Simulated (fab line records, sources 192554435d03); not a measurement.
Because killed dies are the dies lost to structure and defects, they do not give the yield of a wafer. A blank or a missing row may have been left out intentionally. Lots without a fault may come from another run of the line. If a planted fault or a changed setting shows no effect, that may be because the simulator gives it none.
A lot that was struck, set against a sound lot / flow n5-finfet / 35 steps out of a route of 1938
Sound: the wafers L441.1, L441.2, L441.6. Struck: wafer L435.2. (L435.4 of the same lot was not struck and is left out.) The cause comes at the end.
For every step that has rows: the tool of each side, followed by ch and its chambers, followed by its first start. Under that, the readings that differ: sound wafers / struck wafers / difference of the means / sigmas: that difference in standard deviations of wafers without a fault.
alike: a reading whose means differ by less than 2 such deviations, as well as words and numbers matching on both sides. not compared: withheld readings; readings where some wafer has no value; bounds like >300 that might hide an equal value; numbers whose values overlap and for which the record gives no deviation.
A row with sigmas, a row that says differs or no value, or rows on one side alone: a step with any of these is where the two part. Numbers that have no deviation but don't overlap get no sigmas and don't part them. A reading missing from all wafers of one side parts the sides only when that side holds two or more wafers.

first, 10 steps without rows for these wafers: N5_BEOL_M11_TRENCH_ETCH_37 (etches SiCOH lowk in C4F6/O2, target depth 148.83 nm, time 48 s); N5_BEOL_M11_ETCH_41 (etches SiCN in CH3F/O2, target depth 42.6 nm, time 86 s); N5_BEOL_M11_STRIP_77 (strips in N2/H2, time 10 s); N5_BEOL_M11_HM_STRIP_39 (strips TiN in peroxide tin strip, target depth 25 nm, time 158 s); N5_BEOL_M11_SRD_40 (time 30 s); N5_BEOL_M11_PRECLEAN_42 (cleans in residue remover, time 60 s); N5_BEOL_M11_SRD_43 (time 30 s); N5_BEOL_M11_CURE_72 (cures SiCOH lowk, time 120 s); N5_BEOL_M11_DEGAS_44 (time 60 s); N5_BEOL_M11_PRE_CLEAN_45 (time 30 s).
N5_BEOL_M11_ALD_74: deposits TaN, target thk 2 nm, pulse time 2 s, purge time 3 s.
  sound on ald-metal-04 ch 1,2, day 15 13:51; struck on ald-metal-02 ch 3, day 13 05:45
reading=ald-cycles; sound=40 40 40; struck=22; difference=-18; sigmas=
reading=model.TaN_of_BEOL_M11_ALD_74.thk-nm (nm); sound=2 2 2; struck=1.2; difference=-0.8; sigmas=
  alike: heater-power-w
then, 22 steps without rows for these wafers: N5_BEOL_M11_SURFACE_TREAT_76; N5_BEOL_M11_CVD_75 (deposits Co from CCTBA/H2, target thk 2 nm, time 138.9 s); N5_BEOL_M11_SPUTTER_48 (material Cu, target thk 12 nm, time 2 s); N5_BEOL_M11_ECD_50 (material Cu, target thk 318 nm); N5_BEOL_M11_ANNEAL_51 (time 90 s); N5_BEOL_M11_CMP_52 (polishes, stops on SiCOH lowk, t overpolish 7 s, target thk 140 nm); N5_BEOL_M11_PRE_CLEAN_55 (time 15 s); N5_BEOL_M11_DEP_56 (deposits SiCN from 3MS/NH3, target thk 30 nm, time 10.5 s); N5_BEOL_M12_ILD_DEP_00 (deposits SiOC from DEMS/O2, target thk 658.92 nm, time 130.7 s); N5_BEOL_M12_COAT_58 (time 60 s, resist thk 89 nm); N5_BEOL_M12_COAT_04 (resist thk 400 nm); N5_BEOL_M12_EBR_06; N5_BEOL_M12_SOFTBAKE_05 (time 60 s); N5_BEOL_M12_EXPOSE_07 (exposes mask V11); N5_BEOL_M12_PEB_08 (peb time 90 s); N5_BEOL_M12_DEVELOP_09 (develop time 45 s); N5_BEOL_M12_HARDBAKE_14 (time 120 s); N5_BEOL_M12_DESCUM_15 (chemistry O2, time 7.9 s); N5_BEOL_M12_ETCH_59 (etches BARC in N2/H2, target depth 89 nm, overetch 26.7 nm, time 67.9 s); N5_BEOL_M12_VIA_ETCH_16 (etches SiOC in C4F8/O2/Ar, target depth 724.8 nm); N5_BEOL_M12_STRIP_63 (strips in N2/H2); N5_BEOL_M12_STRIP_64 (strips in N2/H2).
N5_BEOL_M15_RC_MEAS_101:
  sound on prober-01 ch 0, day 16 23:45; struck on prober-02 ch 0, day 14 09:44
reading=COMB_M11 (S/m); sound=1.7e-11 1.4e-11 1.5e-11; struck=5.8e-11; difference=+4.3e-11; sigmas=+13
reading=COMB_M11_max_site (S/m); sound=2.4e-11 1.9e-11 1.8e-11; struck=9.7e-11; difference=+7.7e-11; sigmas=+14
reading=COMB_M14 (S/m); sound=2.9e-12 1.4e-12 1.8e-12; struck=4.7e-12; difference=+2.7e-12; sigmas=+3
reading=COMB_M7 (S/m); sound=2.5e-11 2.7e-11 1.8e-11; struck=4.6e-11; difference=+2.3e-11; sigmas=+4
reading=COMB_M8_max_site (S/m); sound=4e-11 3.3e-11 3.5e-11; struck=5.4e-11; difference=+1.8e-11; sigmas=+2
reading=SERP_M12 (ohm/um); sound=0.666 0.690 0.635; struck=0.613; difference=-0.051; sigmas=-2
  alike: COMB_M10, COMB_M12, COMB_M13, COMB_M15, COMB_M5, COMB_M6, COMB_M8, COMB_M9, SERP_M10, SERP_M11, SERP_M13, SERP_M14, SERP_M5, SERP_M6, SERP_M7, SERP_M7_max_site, SERP_M8, SERP_M9
N5_PASSIVATION_PROBE_49:
  sound on prober-02 at day 17 14:32; struck on prober-01 at day 14 23:20
reading=killed_at_M4_up; sound=4 4 5; struck=20; difference=+16; sigmas=+3
reading=killed-at-contacts; sound=6 16 3; struck=20; difference=+12; sigmas=+2
  alike: defect-limited-yield, killed_at_M0_to_M3, killed-at-front-end, killed-at-other, killed-dies, killed-open, killed-short, sort_bin_4_leakage, sort_bin_5_function, sort_bin_6_memory, sort_bin_8_speed, sort-n-pass, sort-yield-pct

## WHERE THEY PART
Last at N5_PASSIVATION_PROBE_49 as far as this record goes, first at N5_BEOL_M15_RC_MEAS_101.

WHY: what the simulator had put in
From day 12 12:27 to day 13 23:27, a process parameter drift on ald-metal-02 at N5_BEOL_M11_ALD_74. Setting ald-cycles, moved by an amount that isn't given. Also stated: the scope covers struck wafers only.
